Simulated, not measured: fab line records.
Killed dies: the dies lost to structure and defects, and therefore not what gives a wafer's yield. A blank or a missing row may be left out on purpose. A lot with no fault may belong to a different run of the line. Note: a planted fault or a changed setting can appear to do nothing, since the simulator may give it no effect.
Matching of chambers | flow nand-harc | NHARC_A_STAIRCASE_DESCUM_186 on rie-diel-13: 4 sister chambers
The step chemistry O2, time 3 s. 4 wafers are shown with their chamber, then 7 later ones without.

WAFERS PAIRED WITH THEIR CHAMBERS
wafer  | chamber | drypump-motor-current-A (A)
L076.5 | 1       | 4.8
L092.6 | 3       | 5.2
L093.2 | 2       | 5.6
L093.3 | 0       | 6.5

WAFERS MISSING THEIR CHAMBER
wafer  | drypump-motor-current-A (A)
L093.5 | 5.6
L094.1 | 6.5
L094.3 | 5.6
L094.6 | 5.2
L095.1 | 5.7
L095.4 | 4.8
L095.5 | 4.8

WHICH CHAMBER EACH WENT THROUGH
wafer  | from the rows above | in truth
L093.5 | 2                   | 2
L094.1 | 0                   | 0
L094.3 | 2                   | 2
L094.6 | 3                   | 3
L095.1 | 2                   | 2
L095.4 | 1                   | 1
L095.5 | 1                   | 1
Correctly placed: 7 of 7. Number that these rows cannot place: 0. Placed wrongly: 0.
How it was worked out, from the rows above alone: a wafer's distance from a chamber is the root of the sum, over the readings, of the square of ((its reading less the chamber's mean) divided by the reading's scatter). The wafer belongs to the nearest chamber; if the next one is less than 2 further off, it can't be placed. The mean given for a chamber averages the wafers shown for that chamber. The scatter (one wafer shown for each chamber): square how far every hidden wafer sits from the nearest shown wafer, average those squares and take the square root.
